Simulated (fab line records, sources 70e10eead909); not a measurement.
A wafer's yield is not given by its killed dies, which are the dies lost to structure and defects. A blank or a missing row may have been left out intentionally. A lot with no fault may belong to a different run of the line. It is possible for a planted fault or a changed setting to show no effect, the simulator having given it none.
Problem report, 8D (eight disciplines) form, completed by code + flow nandHarc + the parts of the form that need people (team, actions taken, sign-off) are left out

1. WHAT WENT WRONG
Wafers without a fault read 70, standard deviation 25; rawDefectCount at NHARC_A_ONON_D1_INSPECT_32 reads a mean of 748 on 6 wafers belonging to 2 lots. That puts it +27 standard deviations away from the usual mean.
Earliest sighting: wafer L689.1 on defectInspect-01 at day 11 14:16. Wafers with a number at this step in the record: 36, from 12 lots. By rule, "out" or "out of limits" means more than 4 standard deviations away from the usual mean. The rest of the wafers with a number are treated as sound.

2. WHAT IT IS, WHAT IT ISN'T
| question                    | is                                 | is not                                                                                                  |
|-----------------------------|------------------------------------|---------------------------------------------------------------------------------------------------------|
| which readings at this step | rawDefectCount                     | -                                                                                                       |
| which lots                  | L689, L691                         | L681, L682, L683, L693, L697, L699, L700, L701, L702, L703                                              |
| which wafers of those lots  | all that have a number             | -                                                                                                       |
| read on which gauges        | defectInspect-01, defectInspect-02 | -                                                                                                       |
| when                        | from day 11 14:16                  | up to then (9 sound wafers); but 21 sound wafers of L693, L697, L699, L700, L701, L702, L703 came after |

3. SUSPECTS, AND WHAT RULES EACH OUT
Counting: a tool at a process step up to the reading stays a suspect if it ran every lot that is out and no sound lot after the first of them.
- ruled out: the gauge at NHARC_A_ONON_D1_INSPECT_32. Those wafers that are out were read across 2 gauges (defectInspect-01, defectInspect-02).
- pecvd-01 at NHARC_A_ONON_D1_DEP_33 (deposits SiO2, target thk 200 nm): ruled out as a lasting fault. Sound lots L699, L701, L702, L703 ran on it after its first lot that is out, L689 (day 11 13:46).
Left after counting: nothing in the record.

4. THE CAUSE (what the simulator had put in)
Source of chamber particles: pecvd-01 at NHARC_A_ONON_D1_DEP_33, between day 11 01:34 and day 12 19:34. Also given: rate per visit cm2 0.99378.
The count ruled it out by mistake, since the rule takes a fault to strike every lot its tool runs from the start of the fault on, and this one did not do so.

5. THE CHAIN OF EFFECTS, in route order
One row per reading whose mean, taken over the struck wafers that have a number, lies over 3 standard deviations from the usual. Scope: only readings with a usual standard deviation given in the record; hours: median across lots of the time from each lot's start at the first step in this table that gives one to its start at this step; sigmas: change in usual standard deviations.
| hours | step                       | reading        | usual | on struck wafers | change | sigmas |
|-------|----------------------------|----------------|-------|------------------|--------|--------|
| 0     | NHARC_A_ONON_D1_INSPECT_32 | rawDefectCount | 70    | 748              | +678   | +27    |
| 390   | NHARC_END_SORT_01          | killedAtArray  | 57    | 121              | +64    | +3.2   |

6. WHAT WOULD HAVE CAUGHT IT SOONER
The first out-of-limits reading at a measuring or inspecting step in this record came at day 11 14:16, 13 hours after the fault's start at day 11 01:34.
Of the tool readings at NHARC_A_ONON_D1_DEP_33 for which the record gives a usual standard deviation, none was out on any struck wafer, so an alarm limit of 4 standard deviations on them would not have fired.
